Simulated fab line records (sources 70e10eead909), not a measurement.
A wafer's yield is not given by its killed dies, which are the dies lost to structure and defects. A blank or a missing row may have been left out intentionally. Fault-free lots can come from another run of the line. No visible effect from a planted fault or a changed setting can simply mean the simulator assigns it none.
Comparing a struck lot with a sound one	flow nand harc	40 steps out of a route of 1159
Sound: wafers L327.1, L327.3, L327.6. Wafers L336.1, L336.2, L336.6 were the ones struck. The cause comes at the end.
Order at every step that has rows: each side's tool, ch and its chambers, its first start. Under that, the readings that differ: sound wafers	struck wafers	difference of the means	sigmas: that difference in standard deviations of wafers without a fault.
alike: readings whose means differ by less than 2 such deviations, and words and numbers that are the same on both sides. not compared: withheld readings, readings that some wafer has no value for, bounds like >300 that may hide the same value, and numbers for which the record gives no deviation and whose values overlap.
A row with sigmas, a row that says differs or no value, or rows on one side alone: a step with any of these is where the two part. Non-overlapping numbers with no deviation appear without sigmas and do not part them. Lack of a reading on every wafer of one side parts them only where that side has two or more wafers.

NHARC_A_BLC_CD_MEAS_10: the cd target is 100 nm.
  sound on cd sem-01 ch 0, day 18 04:03; struck on cd sem-02 ch 0, day 20 04:05
  alike: cd nm
NHARC_A_BLC_OVL_MEAS_11:
  struck on overlay-01, day 20 04:10; sound on overlay-02, day 18 04:09
  alike: overlay x nm, overlay y nm
NHARC_A_BLC_INSPECT_12:
  struck on defect inspect-02, day 20 04:12; sound on defect inspect-01, day 18 04:11
  alike: raw defect count
then, 1 step without rows for these wafers: NHARC_A_BLC_DESCUM_15 (chemistry O2, time 3 s).
NHARC_A_BLC_ETCH_16: etches the open film in CF4, target depth 39 nm, time 65 s.
  sound on rie diel-11 ch 0,2,3, day 18 04:21; struck on rie diel-07 ch 1,3, day 20 04:21
reading	sound	struck	difference	sigmas
oes product au (a.u.)	0.983 0.980 0.990	1.004 1.009 1.003	+0.021	+3
rf vpp V (V)	153.9 153.0 152.7	149.4 151.1 151.2	-2.6	-2
showerhead plenum p Torr (Torr)	1.89 1.89 1.88	1.70 1.76 1.70	-0.17	-2
  alike: drypump motor current A, throttle valve pct
  not compared: rf hours counter h
NHARC_A_BLC_ETCH_17: etches the open film in N2/H2, target depth 390 nm, time 609.38 s.
  sound on rie diel-11 ch 0,2,3; struck on rie diel-07 ch 0,2,3
reading	sound	struck	difference	sigmas
oes product au (a.u.)	0.999 0.989 0.995	1.002 1.009 1.009	+0.012	+2
  alike: drypump motor current A, n2 flow sccm, rf vpp V, showerhead plenum p Torr, throttle valve pct
  not compared: rf hours counter h
then, 1 step without rows for these wafers: NHARC_A_BLC_ETCH_18 (etches the open film in C4F8/O2/Ar, target depth 910 nm).
NHARC_A_BLC_CD_MEAS_19:
  struck on cd sem-01, day 20 05:13; sound on cd sem-01, day 18 05:23
  alike: cd nm
then, 4 steps without rows for these wafers: NHARC_A_BLC_STRIP_29 (strips in CF4); NHARC_A_BLC_STRIP_21 (strips in O2); NHARC_A_BLC_STRIP_22 (strips in post etch residue remover, time 600 s); NHARC_A_BLC_DEGAS_30 (time 60 s).
NHARC_A_BLC_PRE_CLEAN_31: time 15 s.
  struck on pvd sputter-01, day 20 05:53; sound on pvd sputter-01, day 18 06:03
then, 15 steps without rows for these wafers: NHARC_A_BLC_PVD_32 (deposits Ti, target thk 5 nm, time 17.7 s); NHARC_A_BLC_ALD_23 (deposits TiN, target thk 3 nm, pulse time 1 s, ald cycles 150); NHARC_A_BLC_CVD_24 (deposits W, target thk 150 nm, time 434 s); NHARC_A_BLC_CMP_25 (polishes, t overpolish 30 s, target thk 150 nm); NHARC_A_BLC_SRD_27; NHARC_A_M0_DEP_00 (deposits SiOC, target thk 150 nm); NHARC_A_M0_DEHYDRATE_01 (time 120 s); NHARC_A_M0_HMDS_02 (time 30 s); NHARC_A_M0_COAT_33 (time 65 s); NHARC_A_M0_COAT_03 (resist thk 90 nm); NHARC_A_M0_SOFTBAKE_04 (time 55 s); NHARC_A_M0_EBR_05; NHARC_A_M0_EXPOSE_06 (exposes mask A M0, target cd 80 nm); NHARC_A_M0_PEB_07 (peb time 65 s); NHARC_A_M0_DEVELOP_08 (develop time 35 s).
NHARC_A_M0_CD_MEAS_09: the cd target is 80 nm.
  sound on cd sem-02 ch 0, day 18 12:24; struck on cd sem-01 ch 0, day 20 08:09
  alike: cd nm
NHARC_A_M0_OVL_MEAS_10: pitch 160 nm.
  struck on overlay-01, day 20 08:14; sound on overlay-01, day 18 12:29
reading	sound	struck	difference	sigmas
overlay x nm (nm)	1.5 1.2 1.6	-1.5 -1.2 -1.6	-2.9	-3
overlay y nm (nm)	-2.0 -2.2 -2.3	0.1 0.2 0.0	+2.3	+2
then, 1 step without rows for these wafers: NHARC_A_M0_DESCUM_14 (chemistry O2, time 3 s).
NHARC_A_M0_ETCH_34: etches the open film in N2/H2, target depth 40 nm, overetch 12 nm, time 43.94 s.
  sound on rie diel-13 ch 0,1,2, day 18 12:40; struck on rie diel-01 ch 0,3, day 20 08:25
  alike: drypump motor current A, n2 flow sccm, oes product au, rf vpp V, showerhead plenum p Torr, throttle valve pct
  not compared: rf hours counter h
then, 1 step without rows for these wafers: NHARC_A_M0_ETCH_15 (etches the open film in C4F8/Ar, target depth 150 nm, overetch 15 nm, time 82.5 s).
NHARC_A_M0_CD_MEAS_16:
  struck on cd sem-02, day 20 08:38; sound on cd sem-01, day 18 12:53
  alike: cd nm
then, 2 steps without rows for these wafers: NHARC_A_M0_STRIP_18 (strips in N2/H2); NHARC_A_M0_STRIP_19 (strips in post etch residue remover, time 600 s).
NHARC_A_M0_DEGAS_28: time 60 s.
  struck on pvd sputter-01, day 20 09:16; sound on pvd sputter-01, day 18 13:30
  alike: heater power w
then, 1 step without rows for these wafers: NHARC_A_M0_PRE_CLEAN_29 (time 30 s).
NHARC_A_M0_PVD_20: deposits TaN, target thk 5 nm, time 8.06 s.
  sound on pvd sputter-01; struck on pvd sputter-01
  alike: throttle valve pct
NHARC_END_SORT_01:
  sound on prober-02 ch 0, day 20 06:34; struck on prober-01 ch 0, day 22 02:40
reading	sound	struck	difference	sigmas
killed at array	24 34 28	88 68 47	+39	+4
killed dies	28 39 32	94 71 54	+40	+4
  alike: killed at other, killed at periphery, killed open, killed short

== WHERE THEY PART ==
At NHARC_A_BLC_ETCH_16 first; at NHARC_END_SORT_01 last (within this record only).

WHY: what had been put in by the simulator
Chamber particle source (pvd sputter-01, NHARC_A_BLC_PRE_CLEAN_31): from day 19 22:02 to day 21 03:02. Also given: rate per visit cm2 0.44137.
